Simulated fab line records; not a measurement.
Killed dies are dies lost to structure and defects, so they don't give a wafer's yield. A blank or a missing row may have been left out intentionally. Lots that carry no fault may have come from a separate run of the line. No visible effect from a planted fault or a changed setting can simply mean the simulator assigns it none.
Matching of chambers ; flow n5_finfet ; N5_FIN_SAQP_MANDREL1_REMOVE_56 on rie_si-05: 4 sister chambers
The step chemistry HBr/Cl2/O2, target a-Si, stops on SiNx, bt time 10 s. 4 wafers are shown with their chamber, then 12 later ones without.

## WAFERS WITH THEIR CHAMBER
wafer;chamber;throttle_valve_pct (%)
L084.1;3;37.04
L086.5;1;36.55
L089.2;0;36.64
L089.5;2;36.52

## WAFERS WITH NO CHAMBER GIVEN
wafer;throttle_valve_pct (%)
L090.1;36.51
L090.4;36.64
L090.6;37.02
L092.3;36.65
L092.5;36.51
L092.6;36.56
L093.4;36.56
L093.5;36.66
L093.6;37.03
L094.2;37.02
L094.4;36.57
L094.5;36.57

## THE CHAMBER EACH PASSED THROUGH
wafer;from the rows above;in truth
L090.1;2;2
L090.4;0;0
L090.6;3;3
L092.3;0;0
L092.5;2;2
L092.6;1;1
L093.4;1;1
L093.5;0;0
L093.6;3;3
L094.2;3;3
L094.4;1;1
L094.5;1;1
12 of 12 placed correctly. Not placeable from these rows: 0. 0 placed wrongly.
How it was worked out, from the rows above alone: a wafer's distance from a chamber is the root of the sum, over the readings, of the square of ((its reading less the chamber's mean) divided by the reading's scatter). If the next closest chamber is less than 2 further off than the closest, the wafer can't be placed; otherwise it belongs to the closest. Each chamber's mean is taken over the wafers shown for it. The scatter (one wafer shown for each chamber): square how far every hidden wafer sits from the nearest shown wafer, average those squares and take the square root.
